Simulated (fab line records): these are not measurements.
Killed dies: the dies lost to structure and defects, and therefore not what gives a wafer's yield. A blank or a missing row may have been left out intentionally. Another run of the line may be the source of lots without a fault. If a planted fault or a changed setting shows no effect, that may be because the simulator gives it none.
fab line records ; flow n5-finfet
record: lots: 3; wafers: 9; last-day: 16
route steps=1938 shown BEOL_M4@1099 BEOL_M5@1112 BEOL_M14@1742 BEOL_M15@1830 PASSIVATION@1936
lots that met no fault: taken from a fault-free run of the same line
start-h: start of the lot's first displayed wafer, in hours after the record's first day ; wait-h: hours elapsed since this lot's preceding step ; " repeats the value in the row above ; L1.1+2: one row covering several wafers at once ; - either no value or no given start ; * or withheld: withheld ; < > ~ a bound
route shown NAME@n: NAME is a module with steps in the file, n the number in the route of the first one ; usual: mean and standard deviation over wafers with no fault ; same: alike in all rows ; chamber/n: place in a boat ; sites: the reading at each site ; _std_site: the values' standard deviation ; _edge_site: mean of outer sites minus mean of inner sites ; radius-mm: how far each site lies from the wafer's centre ; mask NAME#n: copy n ; behind: the last tool/chamber to shape the wafer ; hold: why the lot was held/for how many hours/how that ended ; device: names the non-switching transistor (n, p or np) ; end of line: the route-end tests of the same wafers ; a step without rows: its recipe alone ; killed: dies lost to structure and defects at the first sort, not the wafer's yield ; map: a wafer's dies, marking killed ones x, the rest . and places with no die _
set.NAME: the setting the step ran with; set.NAME@STEP: the setting that earlier step ran with ; model.NAME: the simulator's own value behind a step, which no gauge read
certain route steps with their lots: each step a table, each wafer a row
services: from which hour (start-h, from the record's first day; less than 0 if before it) a tool's chamber was out of use, for how many hours, and why
== steps ==
step: N5_BEOL_M4_ANNEAL_95
recipe: temp-c: 400; time-s: 240; ambient: vacuum
step: N5_BEOL_M4_SPUTTER_96
recipe: material: Cu; target-thk-a: 45; temp-c: -20; chamber-pressure-pa: 0.07; power-w: withheld; time-s: 8.29
step: N5_BEOL_M4_ECD_50
recipe: material: Cu; target-thk-a: 3000
step: N5_BEOL_M4_ANNEAL_51
recipe: temp-c: 225; time-s: 90; ambient: N2
step: N5_BEOL_M4_CMP_52
recipe: stop-on: SiOC; t-overpolish-s: 6.8; down-force-psi: 1; platen-rpm: 50; clearing-platen-down-force-psi: 1.5; clearing-platen-rpm: 50; post-cmp-clean: cu-alkaline; target-thk-nm: 40; clearing-platen-pad-velocity-m-s: 0.99484; pad-velocity-m-s: 0.99484
step: N5_BEOL_M4_PRE_CLEAN_60
recipe: gas: NH3/H2; time-s: 15; temp-c: *; rf-power-w: 300
step: N5_BEOL_M4_CO_CAP_55
recipe: material: Co; target-thk-a: 20; temp-c: 200; precursor: CCTBA/H2; pressure-torr: 30; time-s: 102.1
step: N5_BEOL_M4_PRE_CLEAN_56
recipe: gas: NH3; time-s: 15; temp-c: withheld; rf-power-w: 300
step: N5_BEOL_M4_DEP_57
recipe: material: SiCN; target-thk-a: 80; temp-c: withheld; precursor: 3MS/NH3; pressure-torr: 3; rf-w: 202; time-s: 14
step: N5_BEOL_M4_RC_MEAS_101
usual: DIBL_N: 36.0/1.7; DIBL_P: 35.8/2; IOFF_N: 0.15/0.03; IOFF_P: 0.20/0.037; ION_N: 670/12; ION_P: 460/7.2; SS_N: 71.5/0.68; SS_P: 73.2/0.65; VT_N: 250/3.1; VT_P: -251/3.4
lot.wafer;tool;chamber;start-h;wait-h;DIBL_N[mV/V];DIBL_P[mV/V];IOFF_N[nA/um];IOFF_P[nA/um];ION_N[uA/um];ION_P[uA/um];SS_N[mV/dec];SS_P[mV/dec];VT_N[mV];VT_P[mV]
L503.1;prober-01;0;180.49;0.0;37.9;37.1;0.19;0.20;678;450;73.0;73.3;246;-250
L503.2;prober-01;0;180.49;0.0;40.2;39.1;0.22;0.24;671;450;73.8;73.8;246;-249
L503.6;prober-01;0;180.49;0.0;36.6;35.2;0.17;0.18;678;455;72.4;73.1;247;-252
L508.1;prober-01;0;208.96;0.0;38.7;39.7;0.21;0.25;689;466;72.3;74.0;251;-249
L508.3;prober-01;0;208.96;0.0;36.3;37.1;0.17;0.20;684;463;71.6;72.8;249;-251
L508.4;prober-01;0;208.96;0.0;37.2;37.7;0.17;0.21;676;463;71.8;73.4;252;-250
L520.1;prober-01;0;289.71;0.0;37.4;37.5;0.18;0.23;674;459;72.0;74.2;250;-249
L520.2;prober-01;0;289.71;0.0;36.3;36.2;0.16;0.21;668;460;71.3;73.2;250;-250
L520.3;prober-01;0;289.71;0.0;37.6;38.9;0.20;0.26;684;468;71.2;75.0;245;-248
step: N5_BEOL_M5_ILD_DEP_00
recipe: material: SiCOH_lowk; target-thk-a: 1406.4; temp-c: 300; precursor: DEMS/porogen; pressure-torr: 5; rf-w: 500; time-s: 25.9
step: N5_BEOL_M5_CURE_79
recipe: temp-c: 385; time-s: 240; ambient: He/Ar; material: SiCOH_lowk
step: N5_BEOL_M5_PECVD_70
recipe: material: SiO2; target-thk-a: 160; temp-c: 400; precursor: TEOS/O2; pressure-torr: 5.5; rf-w: 450; teos-flow-sccm: 53.8; gas: O2; flow-sccm: 3000; time-s: 18
step: N5_BEOL_M5_HM_DEP_02
recipe: material: TiN; target-thk-a: 200; temp-c: 25; chamber-pressure-pa: 0.49996
step: N5_BEOL_M5_COAT_59
recipe: resist: SOC; temp-c: 250; time-s: 60; spin-rpm: 1500; resist-thk-nm: 60
step: N5_BEOL_M5_COAT_60
recipe: resist: SiARC; temp-c: 220; time-s: 60; spin-rpm: 1500; resist-thk-nm: 12
step: N5_BEOL_M5_COAT_71
recipe: resist: underlayer; temp-c: 205; time-s: 60; spin-rpm: 1500; resist-thk-nm: 5
step: N5_BEOL_M5_COAT_05
recipe: resist: CAR-EUV; spin-rpm: 1500; resist-thk-nm: 30
step: N5_BEOL_M5_EBR_07
recipe: solvent: PGMEA; ebr-width-mm: 1.5
step: N5_BEOL_M5_SOFTBAKE_06
recipe: temp-c: 110; time-s: 60; resist: CAR-EUV
step: N5_BEOL_M5_EXPOSE_08
recipe: mask-id: M5; na: 0.33; source-shape: annular; sigma-inner: 0.4; sigma-outer: 0.8; polarization: unpolarized; target-cd-nm: 28; dose-mj: 35.75
step: N5_BEOL_M5_PEB_09
recipe: peb-temp-c: 100; peb-time-s: 60; resist: CAR-EUV
step: N5_BEOL_M5_DEVELOP_10
recipe: develop-time-s: 30; developer: TMAH; resist: CAR-EUV; rinse-liquid: surfactant-rinse; dry: air-spin; dev-temp-c: 23
step: N5_BEOL_M5_DESCUM_16
recipe: chemistry: O2; time-s: 7; source-power-w: 50; bias-power-w: 20; pressure-mtorr: 20; rf-frequency-hz: 2.712e+07; temp-c: 40; resist: CAR-EUV; o2-flow-sccm: 225
step: N5_BEOL_M5_ETCH_72
recipe: chemistry: N2/H2; target: underlayer; target-depth-a: 65; mask-material: CAR-EUV; time-s: 5.2; ion-energy-ev: 200; pressure-mtorr: 30; source-w: 840; bias-w: 150; n2-flow-sccm: 200; h2-flow-sccm: 200; ends: cleared
step: N5_BEOL_M5_ETCH_61
recipe: chemistry: CF4; target: SiARC; target-depth-a: 156; mask-material: CAR-EUV; time-s: 26; ion-energy-ev: 80; pressure-mtorr: 40; source-w: 545; bias-w: 36; Ar_flow_sccm: 100; cf4-flow-sccm: 100; ends: cleared
step: N5_BEOL_M5_ETCH_62
recipe: chemistry: N2/H2; target: SOC; target-depth-a: 750; overetch-a: 150; mask-material: SiARC; temp-c: 40; time-s: 112.5; ion-energy-ev: 200; pressure-mtorr: 30; source-w: 840; bias-w: 150; n2-flow-sccm: 200; h2-flow-sccm: 200
step: N5_BEOL_M5_STRIP_63
recipe: chemistry: N2/H2; temp-c: 40; n2-flow-sccm: 200; h2-flow-sccm: 200; rf-frequency-hz: 6e+07
step: N5_BEOL_M5_STRIP_73
recipe: chemistry: N2/H2; temp-c: 40; n2-flow-sccm: 200; h2-flow-sccm: 200; rf-frequency-hz: 6e+07
step: N5_BEOL_M5_STRIP_64
recipe: chemistry: CF4; resist: SiARC; power-w: 300; bias-power-w: 75; pressure-mtorr: 50; cf4-flow-sccm: 150; rf-frequency-hz: 6e+07
step: N5_BEOL_M5_HM_OPEN_17
recipe: chemistry: Cl2/BCl3; target-depth-a: 200; overetch-a: 60; target: TiN; mask-material: SOC; ion-energy-ev: 150; pressure-mtorr: 10; icp-w: 1000; bias-w: 126; Cl2_flow_sccm: 53.25; bcl3-flow-sccm: 21.75; Ar_flow_sccm: 25
step: N5_BEOL_M5_STRIP_19
recipe: chemistry: O2; power-w: 400; temp-c: 40; pressure-mtorr: 30; rf-frequency-hz: 6e+07; bias-power-w: 0; overash-fraction: 0.2; o2-flow-sccm: 225
step: N5_BEOL_M5_COAT_65
recipe: resist: SOC; temp-c: 250; time-s: 60; spin-rpm: 1500; resist-thk-nm: 60
step: N5_BEOL_M5_COAT_66
recipe: resist: SiARC; temp-c: 220; time-s: 60; spin-rpm: 1500; resist-thk-nm: 12
step: N5_BEOL_M14_EXPOSE_25
recipe: mask-id: M14; na: 0.8; source-shape: annular; sigma-inner: 0.5; sigma-outer: 0.8; polarization: unpolarized; target-cd-nm: 280; dose-mj: 26.6
usual: exposure-dose-mJ-cm2: 26.569/0.026
lot.wafer;tool;chamber;start-h;wait-h;mask;exposure-dose-mJ-cm2
L503.1;krf-scanner-02;0;265.34;-;M14#0;26.501
L503.2;krf-scanner-02;0;265.34;-;M14#0;26.538
L503.6;krf-scanner-02;0;265.34;-;M14#0;26.538
L508.1;krf-scanner-02;0;286.52;-;M14#0;28.591
L508.3;krf-scanner-02;0;286.52;-;M14#0;28.621
L508.4;krf-scanner-02;0;286.52;-;M14#0;28.616
L520.1;krf-scanner-01;0;363.98;-;M14#0;26.592
L520.2;krf-scanner-01;0;363.98;-;M14#0;26.565
L520.3;krf-scanner-01;0;363.98;-;M14#0;26.579
step: N5_BEOL_M14_CD_MEAS_28
recipe: target-cd-nm: 284.4; landing-energy-ev: 500; detector: se-inlens
usual: cd-nm: 285.4/1.6
lot.wafer;tool;chamber;start-h;wait-h;cd-nm
L503.1;cd-sem-02;0;265.51;-;283.1
L503.2;cd-sem-02;0;265.51;-;283.4
L503.6;cd-sem-02;0;265.51;-;284.4
L508.1;cd-sem-03;0;286.69;-;295.9
L508.3;cd-sem-03;0;286.69;-;298.9
L508.4;cd-sem-03;0;286.69;-;296.0
L520.1;cd-sem-03;0;364.15;-;285.6
L520.2;cd-sem-03;0;364.15;-;284.8
L520.3;cd-sem-03;0;364.15;-;285.2
step: N5_BEOL_M14_DESCUM_33
recipe: chemistry: O2; time-s: 7.9; source-power-w: 50; bias-power-w: 20; pressure-mtorr: 20; rf-frequency-hz: 2.712e+07; temp-c: 40; o2-flow-sccm: 225
usual: drypump-motor-current-A: 5.8/0.37; oes-product-au: 0.81/0.075; rf-vpp-V: 243.4/1.5; showerhead-plenum-p-Torr: 2.10/0.08; throttle-valve-pct: 20.29/0.12
lot.wafer;tool;chamber;start-h;wait-h;drypump-motor-current-A;oes-product-au;rf-hours-counter-h;rf-vpp-V;showerhead-plenum-p-Torr;throttle-valve-pct;model.BEOL_M14.cd-nm
L503.1;rie-diel-04;0;265.60;0.0;5.5;0.85;63;245.6;2.21;20.17;282.8
L503.2;rie-diel-04;3;265.60;0.0;5.5;0.79;94;243.4;2.01;20.16;283.6
L503.6;rie-diel-04;2;265.60;0.0;6.2;0.96;-;243.0;2.07;20.26;284.8
L508.1;rie-diel-04;3;286.98;0.2;5.5;0.78;102;242.8;2.01;20.17;296.2
L508.3;rie-diel-04;0;286.98;0.2;5.5;0.84;71;243.9;2.21;20.18;298.6
L508.4;rie-diel-04;2;286.98;0.2;6.3;0.94;18;241.9;2.06;20.29;295.8
L520.1;rie-diel-04;0;364.24;0.0;5.6;0.80;97;243.5;2.20;20.21;285.4
L520.2;rie-diel-04;1;364.24;0.0;5.7;0.70;242;243.4;2.16;20.47;284.8
L520.3;rie-diel-04;3;364.24;0.0;5.5;0.74;127;241.1;2.00;20.22;285.2
step: N5_BEOL_M14_ETCH_38
recipe: chemistry: CF4/N2; target: SiCN; target-depth-a: 1065; taper-deg: 2; time-s: 120.6; ion-energy-ev: 150; mask-material: SiO2; pressure-mtorr: 40; source-w: 430; bias-w: 70; Ar_flow_sccm: 100; cf4-flow-sccm: 60; n2-flow-sccm: 60
usual: bias-w: 69.99/0.2; cf4-flow-sccm: 60.02/0.18; drypump-motor-current-A: 5.8/0.4; oes-product-au: 0.83/0.076; rf-vpp-V: 382.5/2; showerhead-plenum-p-Torr: 2.22/0.074; throttle-valve-pct: 15.31/0.16
lot.wafer;tool;chamber;start-h;wait-h;bias-w;cf4-flow-sccm;drypump-motor-current-A;oes-product-au;rf-hours-counter-h;rf-vpp-V;showerhead-plenum-p-Torr;throttle-valve-pct;model.BEOL_M14.cd-nm
L503.1;rie-diel-03;0;-;-;69.74;60.21;5.7;0.89;32;380.4;2.16;15.23;277
L503.2;rie-diel-03;1;-;-;69.82;60.10;6.2;0.86;44;381.2;2.25;15.36;277.2
L503.6;rie-diel-03;3;-;-;69.68;59.87;6.1;0.81;-;384.3;2.22;15.42;279.6
L508.1;rie-diel-04;1;-;-;69.81;59.83;5.7;0.73;217;384.1;2.28;15.46;293.8
L508.3;rie-diel-04;0;-;-;69.72;60.03;5.5;0.85;72;385.7;2.33;15.20;294.8
L508.4;rie-diel-04;2;-;-;69.83;60.00;6.3;0.94;19;380.8;2.17;15.21;292.8
L520.1;rie-diel-04;0;-;-;69.97;59.91;5.5;0.81;99;383.9;2.32;15.25;279.4
L520.2;rie-diel-04;2;-;-;69.90;59.95;6.3;0.89;45;381.6;2.16;15.24;278.2
L520.3;rie-diel-04;3;-;-;70.10;60.01;5.5;0.76;129;379.9;2.12;15.34;281.4
step: N5_BEOL_M15_RC_MEAS_101
usual: COMB_M10: 1.5e-11/3.1e-12; COMB_M11: 1.5e-11/3.2e-12; COMB_M12: 6.5e-12/1.3e-12; COMB_M13: 5.1e-12/1.1e-12; COMB_M14: 4.1e-12/8.3e-13; COMB_M15: 3e-12/6.1e-13; COMB_M5: 3.8e-11/7.2e-12; COMB_M6: 2.5e-11/5.3e-12; COMB_M7: 2.6e-11/5.4e-12; COMB_M8: 2.6e-11/5.6e-12; COMB_M9: 1.5e-11/3.2e-12; SERP_M10: 3.04/0.068; SERP_M11: 3.05/0.1; SERP_M12: 0.628/0.014; SERP_M13: 0.309/0.0064; SERP_M14: 0.159/0.0036; SERP_M14_max_site: 0.161/0.0037; SERP_M5: 38.7/1.7; SERP_M5_max_site: 40.0/1.8; SERP_M6: 13.8/0.56; SERP_M7: 13.6/0.55; SERP_M7_max_site: 14.2/0.62; SERP_M8: 13.6/0.43; SERP_M9: 3.06/0.093
lot.wafer;tool;chamber;start-h;wait-h;COMB_M10[S/m];COMB_M11[S/m];COMB_M12[S/m];COMB_M13[S/m];COMB_M14[S/m];COMB_M15[S/m];COMB_M5[S/m];COMB_M6[S/m];COMB_M7[S/m];COMB_M8[S/m];COMB_M9[S/m];SERP_M10[ohm/um];SERP_M11[ohm/um];SERP_M12[ohm/um];SERP_M13[ohm/um];SERP_M14[ohm/um];SERP_M14_max_site[ohm/um];SERP_M5[ohm/um];SERP_M5_max_site[ohm/um];SERP_M6[ohm/um];SERP_M7[ohm/um];SERP_M7_max_site[ohm/um];SERP_M8[ohm/um];SERP_M9[ohm/um]
L503.1;prober-02;0;277.69;0.0;1.1e-11;1.3e-11;8.1e-12;5.9e-12;4.7e-12;3e-12;4.1e-11;2.3e-11;2.1e-11;2.5e-11;1.5e-11;2.98;2.97;0.658;0.308;0.159;0.162;40.8;42.3;13.8;13.8;14.1;13.9;3.10
L503.2;prober-02;0;277.69;0.0;1.4e-11;1.2e-11;6.8e-12;5.6e-12;2.7e-12;2.1e-12;4.4e-11;1.9e-11;2.8e-11;2.4e-11;1.2e-11;3.01;3.12;0.626;0.314;0.160;0.163;37.9;39.7;14.2;13.6;14.0;13.4;2.99
L503.6;prober-02;0;277.69;0.0;1e-11;1.4e-11;7.5e-12;5.2e-12;3.6e-12;2.9e-12;4.2e-11;2.3e-11;2.4e-11;1.5e-11;1.4e-11;2.98;3.05;0.636;0.310;0.159;0.162;38.4;39.0;14.9;14.1;14.5;13.4;2.93
L508.1;prober-01;0;301.66;0.0;1.2e-11;1.9e-11;5.1e-12;5.2e-12;4.7e-12;2.6e-12;3.3e-11;2.7e-11;3e-11;2.1e-11;1e-11;3.09;3.18;0.623;0.308;0.150;0.150;38.1;39.1;14.6;13.5;13.8;13.4;2.88
L508.3;prober-01;0;301.66;0.0;1.1e-11;1.3e-11;6.8e-12;5.9e-12;3.2e-12;4.4e-12;4.7e-11;3.7e-11;3.4e-11;2.3e-11;1.4e-11;3.11;3.06;0.628;0.308;0.148;0.150;39.4;40.6;14.1;13.1;13.7;12.9;3.22
L508.4;prober-01;0;301.66;0.0;1.5e-11;2.4e-11;5.4e-12;5.8e-12;4.2e-12;3.2e-12;4.1e-11;2.8e-11;1.8e-11;1.9e-11;1.2e-11;3.06;3.12;0.637;0.301;0.151;0.153;39.2;39.7;14.0;13.7;14.6;13.5;3.12
L520.1;prober-01;0;380.52;0.0;1.3e-11;1.8e-11;6.2e-12;5.7e-12;4.6e-12;2.8e-12;3.4e-11;2.5e-11;2.8e-11;2e-11;1.4e-11;3.02;3.08;0.615;0.311;0.162;0.164;38.8;39.5;13.8;13.9;14.4;14.1;3.03
L520.2;prober-01;0;380.52;0.0;1.7e-11;1.8e-11;9.4e-12;7e-12;3.8e-12;3.7e-12;3.1e-11;2.8e-11;2.6e-11;2.6e-11;1.4e-11;2.95;2.96;0.608;0.302;0.165;0.167;36.4;37.5;13.7;13.8;14.3;13.6;3.07
L520.3;prober-01;0;380.52;0.0;1.9e-11;1.2e-11;9.2e-12;5.4e-12;4.4e-12;3.7e-12;3.1e-11;2.5e-11;2.6e-11;1.8e-11;1.1e-11;2.96;3.08;0.625;0.300;0.160;0.162;39.7;40.8;13.6;14.3;14.6;14.1;3.10
sites SERP_M14 radius-mm=0,75,75,75,75,140,140,140,140
L503.1 0.160 0.159 0.160 0.160 0.159 0.158 0.158 0.162 0.159
L508.1 0.150 0.150 0.149 0.150 0.150 0.148 0.149 0.150 0.148
L520.1 0.160 0.161 0.163 0.160 0.162 0.164 0.162 0.164 0.164
step: N5_PASSIVATION_PROBE_49
usual: defect-limited-yield: 91.4/1.5; killed_at_M0_to_M3: 32/9.8; killed_at_M4_up: 15/5.6; killed-at-contacts: 12/5.4; killed-at-front-end: 40/13; killed-at-other: 3.0/2.1; killed-dies: 102/17; killed-on-rim: 14/4.4; killed-open: 67/13; killed-short: 32/7.1; sort_bin_5_function: 5.1/0.96; sort_bin_6_memory: 3.2/0.7; sort-n-pass: 1078/18; sort-yield-pct: 91.3/1.5
same: gross-dies: 1180; killed-at-back-side: 0; sort_bin_4_leakage[%]: 0; sort_bin_8_speed[%]: 0
lot.wafer;tool;chamber;start-h;wait-h;defect-limited-yield[%];killed_at_M0_to_M3;killed_at_M4_up;killed-at-contacts;killed-at-front-end;killed-at-other;killed-dies;killed-on-rim;killed-open;killed-short;sort_bin_5_function[%];sort_bin_6_memory[%];sort-n-pass;sort-yield-pct[%]
L503.1;prober-02;-;291.76;0.0;90.4;27;13;15;56;2;113;13;78;32;5.9;3.5;1067;90.4
L503.2;prober-02;-;291.81;0.1;90.3;31;8;10;65;0;114;19;74;40;5.8;3.7;1066;90.3
L503.6;prober-02;-;292.01;0.3;93.6;14;8;7;46;1;76;12;53;20;3.6;2.6;1104;93.6
L508.1;prober-01;-;315.24;0.0;84.7;22;22;8;123;5;180;31;53;24;9.2;2.6;1000;84.7
L508.3;prober-01;-;315.34;0.1;82.5;31;13;16;144;2;206;22;46;29;9.7;3.8;974;82.5
L508.4;prober-01;-;315.39;0.2;85.8;28;14;12;113;1;168;25;44;28;8.1;2.8;1012;85.8
L520.1;prober-01;-;394.13;0.0;93.7;16;9;6;43;0;74;13;51;23;3.4;2.8;1106;93.7
L520.2;prober-01;-;394.18;0.1;91.4;24;6;10;61;1;102;12;76;26;4.9;3.6;1078;91.4
L520.3;prober-01;-;394.23;0.1;89.5;36;10;13;59;6;124;17;83;40;6.2;3.8;1056;89.5
killed by level:class
L503.1 STI_FIN_REVEAL:geometric-particle:open=14 MOL_CONTACT_COAG:geometric-particle:open=13 FIN_SAQP:geometric-particle:open=9 BEOL_M1:geometric-particle:open=9 BEOL_M0_SAQP:geometric-particle:open=7 STARTING-WAFER:geometric-particle:open=6 DUMMY_GATE:geometric-particle:open=5 FIN_SAQP:geometric-particle:short=4
L503.2 STI_FIN_REVEAL:geometric-particle:open=22 FIN_SAQP:geometric-particle:open=13 BEOL_M0_SAQP:geometric-particle:short=12 GATE_CUT:geometric-particle:short=9 MOL_CONTACT_COAG:geometric-particle:open=8 STI_FIN_REVEAL:geometric-particle:short=6 GATE_CUT:geometric-particle:open=4 BEOL_M0_SAQP:geometric-particle:open=4
L503.6 STI_FIN_REVEAL:geometric-particle:open=17 MOL_CONTACT_COAG:geometric-particle:open=7 FIN_SAQP:geometric-particle:open=5 GATE_CUT:geometric-particle:short=5 FIN_SAQP:geometric-particle:short=4 STI_FIN_REVEAL:geometric-particle:short=4 BEOL_M1:geometric-particle:open=4 BEOL_M0_SAQP:geometric-particle:short=4
L508.1 SD_EPI_P:unspecified=101 BEOL_M4:geometric-particle:open=9 MOL_CONTACT_COAG:geometric-particle:open=8 BEOL_M0_SAQP:geometric-particle:open=6 ILD0:geometric-particle:short=4 BEOL_M3:geometric-particle:open=4 BEOL_M5:geometric-particle:open=4 STARTING-WAFER:geometric-particle:short=4
L508.3 SD_EPI_P:unspecified=130 MOL_CONTACT_COAG:geometric-particle:open=11 BEOL_M2:geometric-particle:open=10 BEOL_M0_SAQP:geometric-particle:short=9 MOL_CONTACT_COAG:geometric-particle:short=5 BEOL_M0_SAQP:geometric-particle:open=5 BEOL_M4:geometric-particle:open=4 FIN_SAQP:geometric-particle:short=3
L508.4 SD_EPI_P:unspecified=95 MOL_CONTACT_COAG:geometric-particle:open=9 BEOL_M1:geometric-particle:open=8 BEOL_M0_SAQP:geometric-particle:short=7 STI_FIN_REVEAL:geometric-particle:open=5 BEOL_M4:geometric-particle:open=5 BEOL_M2:geometric-particle:open=4 BEOL_M2:geometric-particle:short=4
L520.1 FIN_SAQP:geometric-particle:open=14 STI_FIN_REVEAL:geometric-particle:open=8 FIN_SAQP:geometric-particle:short=5 MOL_CONTACT_COAG:geometric-particle:open=5 BEOL_M0_SAQP:geometric-particle:short=5 BEOL_M1:geometric-particle:open=5 STARTING-WAFER:geometric-particle:short=4 BEOL_M0_SAQP:geometric-particle:open=3
L520.2 FIN_SAQP:geometric-particle:open=21 STI_FIN_REVEAL:geometric-particle:open=11 MOL_CONTACT_COAG:geometric-particle:open=10 FIN_SAQP:geometric-particle:short=9 GATE_CUT:geometric-particle:open=9 BEOL_M3:geometric-particle:open=6 BEOL_M0_SAQP:geometric-particle:short=5 BEOL_M1:geometric-particle:open=5
L520.3 FIN_SAQP:geometric-particle:open=20 MOL_CONTACT_COAG:geometric-particle:open=12 FIN_SAQP:geometric-particle:short=11 BEOL_M1:geometric-particle:open=8 STI_FIN_REVEAL:geometric-particle:open=8 BEOL_M0_SAQP:geometric-particle:short=7 BEOL_M0_SAQP:geometric-particle:open=6 BEOL_M2:geometric-particle:open=6
map L508.3 (x killed, . not)
_________________...........x________________
______________..............x..._____________
___________....x...................__________
__________..............x..........._________
________..x.x..x....x................._______
_______.....x.......................x..______
______..x.........................xxx..._____
_____........x.....xx..x...........xxxxxx____
____.............x................xxxxxxxx___
___.x...................x.....x..xxxxxxxxxx__
___...................x........xxxxxxxxxxxx__
__............................x.xxxxxxxxxxxx_
__.......x.x...x.....xx......x..xxxxxxxxxxxx_
_.xx...xx............x..........xxxxxxxxxxxxx
_.x.x....................x.....xxxxxxxxxxxxxx
_......x....................xx...xxxxxxxxxxxx
_.....xx....x......x........x..xxx.xxxxxxxxxx
_.x..x...........................x..xxxxxxxxx
_.............x...............x.x....xx.xx...
_............................................
_..x............x.............x..........xx..
__........................x................._
__........x.......x..x......................_
___..................x.....x......x........__
___......................x..............xx.__
____...x...............x...x...........x..___
_____.....x..............................____
______......................x..xx......._____
_______................................______
________......x......................._______
__________....................x....._________
___________....x.......x...........__________
______________......x.x........._____________
_________________............________________
map L503.2 (x killed, . not)
_________________...........x________________
______________..x..............._____________
___________......x.................__________
__________.........x.....x.x........_________
________.x.........................x.._______
_______..........x..x..................______
______............x..................x.x_____
_____xx..........x.......................____
____..........xx........................x.___
___............................x..x..x.....__
___.....xx.......x.....xx...x............x.__
__......................x..............x...._
__....x.............................x......x_
_.......x...........x.......................x
_.x....x...x.x...x.......x.....x........x...x
_.....x.....x....x..x.x............x.....x...
_x.......x..xx......x......................x.
_.......x...x.......x.....x................x.
_...............x..x............x.........x..
_x...........x.........x......xxx..........x.
_.x...x.........x...x......x..............x..
__........x.........................x......._
__x...x.......x........................x...._
___............................x...........__
___x..............x..xx.x.....x............__
____......x..x.............x......x....x..___
_____...........x............x......x..x.____
______.......................x..xx......_____
_______..............x........xx......x______
________........................x....._______
__________...................xx...x._________
___________........................__________
______________.................._____________
_________________............________________
== services ==
tool;chamber;start-h;hours;kind
krf-scanner-01;-;247.31;3.6;pm
krf-scanner-02;-;253.90;1.0;pm
krf-scanner-02;0;272.81;-;calibration
krf-scanner-01;-;282.70;4.0;pm
krf-scanner-02;-;314.89;0.8;pm
krf-scanner-01;0;315.40;-;calibration
krf-scanner-01;-;319.42;0.8;pm
krf-scanner-01;-;346.28;1.3;pm
krf-scanner-02;-;348.62;1.3;pm
rie-diel-03;2;370.53;9.9;repair
== key ==
first-sign: step: N5_BEOL_M14_EXPOSE_25; reading: exposure-dose-mJ-cm2; direction: up; sigmas: 78; usual: 26.569; struck: 28.609
effect: step: N5_BEOL_M14_CD_MEAS_28; reading: cd-nm; direction: up; sigmas: 7.1; usual: 285.4; struck: 296.9; through: control-loop
effect: step: N5_BEOL_M15_RC_MEAS_101; reading: SERP_M14; direction: down; sigmas: 2.6; usual: 0.159; struck: 0.150
model-effect: step: N5_BEOL_M14_DESCUM_33; value: BEOL_M14.cd-nm; without: 284.8; struck: 296.9
model-effect: step: N5_BEOL_M14_ETCH_38; value: BEOL_M14.cd-nm; without: 281.7; struck: 293.8
met-at N5_BEOL_M14_EXPOSE_25
struck-wafers L508.1,L508.3,L508.4
loop-trim: step: N5_BEOL_M14_EXPOSE_25; setting: dose; lots: L508
onset-between 265.34 286.52
earlier-fault: kind: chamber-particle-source; tool: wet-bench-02; chamber: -; onset-h: 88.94; steps: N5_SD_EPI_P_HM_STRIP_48; rate-per-visit-cm2: 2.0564
fault: kind: process-parameter-drift; tool: krf-scanner-02; chamber: -; onset-h: 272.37; steps: N5_BEOL_M14_EXPOSE_25; channel: dose-mj; offset: 3.1578; shape: step; acts-in: these-recipes-only; stated: 26.6
loop-trim: a control loop set the setting to another value than it would have without faults
